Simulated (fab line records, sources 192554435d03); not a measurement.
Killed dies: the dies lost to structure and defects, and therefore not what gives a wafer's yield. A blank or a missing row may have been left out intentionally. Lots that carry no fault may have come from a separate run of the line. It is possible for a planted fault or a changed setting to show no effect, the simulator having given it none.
Lot-split experiment + flow n5 finfet + 21 wafers read across 7 lots, on a route 1938 steps long

ABOUT THE SPLIT
At N5_BEOL_M4_EXPOSE_25 (exposes mask V3, defocus 5 nm), the setting dose mj was moved away from the recipe's 63 on 7 of the 21 wafers read, by -6.8% to +4.6%. For the rest of the wafers, this setting stayed at what the recipe calls for.

FROM THE SPLIT TO THE READING: what the file shows between them, 2 steps
- N5_BEOL_M4_PEB_26: peb time 60 s
- N5_BEOL_M4_DEVELOP_27: develop time 30 s

THE READING
cd nm, in nm, at N5_BEOL_M4_CD_MEAS_28 (target cd 26.2 nm, target cd y 24.1 nm). On this fab line, fault-free wafers typically give 26.25 nm with a standard deviation of 0.25 nm.

| wafer  | tool, chamber at the split | dose mj as run | against the recipe | cd nm, nm | against lot-mates on the recipe |
|--------|----------------------------|----------------|--------------------|-----------|---------------------------------|
| L076.1 | euv scanner-02, 0          | 63             | recipe             | 26.28     | -                               |
| L076.5 | euv scanner-02, 0          | 63             | recipe             | 26.41     | -                               |
| L076.6 | euv scanner-02, 0          | 63             | recipe             | 26.66     | -                               |
| L077.2 | euv scanner-02, 0          | 58.72          | -6.8%              | 24.53     | -1.83                           |
| L077.4 | euv scanner-02, 0          | 63             | recipe             | 26.36     | -                               |
| L077.6 | euv scanner-02, 0          | 58.72          | -6.8%              | 24.62     | -1.74                           |
| L079.2 | euv scanner-02, 0          | 60.74          | -3.6%              | 25.79     | -0.86                           |
| L079.3 | euv scanner-02, 0          | 63             | recipe             | 26.70     | -                               |
| L079.4 | euv scanner-02, 0          | 63             | recipe             | 26.59     | -                               |
| L085.2 | euv scanner-01, 0          | 63             | recipe             | 26.62     | -                               |
| L085.3 | euv scanner-01, 0          | 65.88          | +4.6%              | 27.12     | +0.61                           |
| L085.4 | euv scanner-01, 0          | 63             | recipe             | 26.40     | -                               |
| L086.2 | euv scanner-02, 0          | 63             | recipe             | 26.22     | -                               |
| L086.4 | euv scanner-02, 0          | 63             | recipe             | 25.96     | -                               |
| L086.6 | euv scanner-02, 0          | 63             | recipe             | 26.15     | -                               |
| L088.2 | euv scanner-02, 0          | 58.76          | -6.7%              | 25.35     | -1.14                           |
| L088.5 | euv scanner-02, 0          | 63             | recipe             | 26.49     | -                               |
| L088.6 | euv scanner-02, 0          | 58.76          | -6.7%              | 25.38     | -1.11                           |
| L096.1 | euv scanner-01, 0          | 59.53          | -5.5%              | 24.98     | -0.95                           |
| L096.2 | euv scanner-01, 0          | 63             | recipe             | 25.83     | -                               |
| L096.4 | euv scanner-01, 0          | 63             | recipe             | 26.03     | -                               |

FIT RESULTS
A straight line over all 21 wafers: cd nm changes by +0.201 nm for each +1% of dose mj; r = +0.91; the points scatter about the line by 0.3 nm.
The same after taking each lot's own level away (the mean of its wafers on the recipe; 21 wafers): +0.2 nm for each +1%; r = +0.96; scatter 0.2 nm.
Per that fit: largest dose mj move, reading shift of 1.4 nm.
The span of the lots' own levels, 25.930 to 26.645 nm, comes to 2.9 times the standard deviation stated above.
Hence the lot-to-lot level has little effect on the slope; both slopes agree.
Check: with one of the wafers moved furthest among these (-6.8%) left out of the fit, the line predicts -1.29 nm for it against its lot-mates. Against them it came out at -1.83 nm.

FILE'S OWN FIT
cd nm changes by +0.198 nm for each +1% of dose mj, r = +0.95.
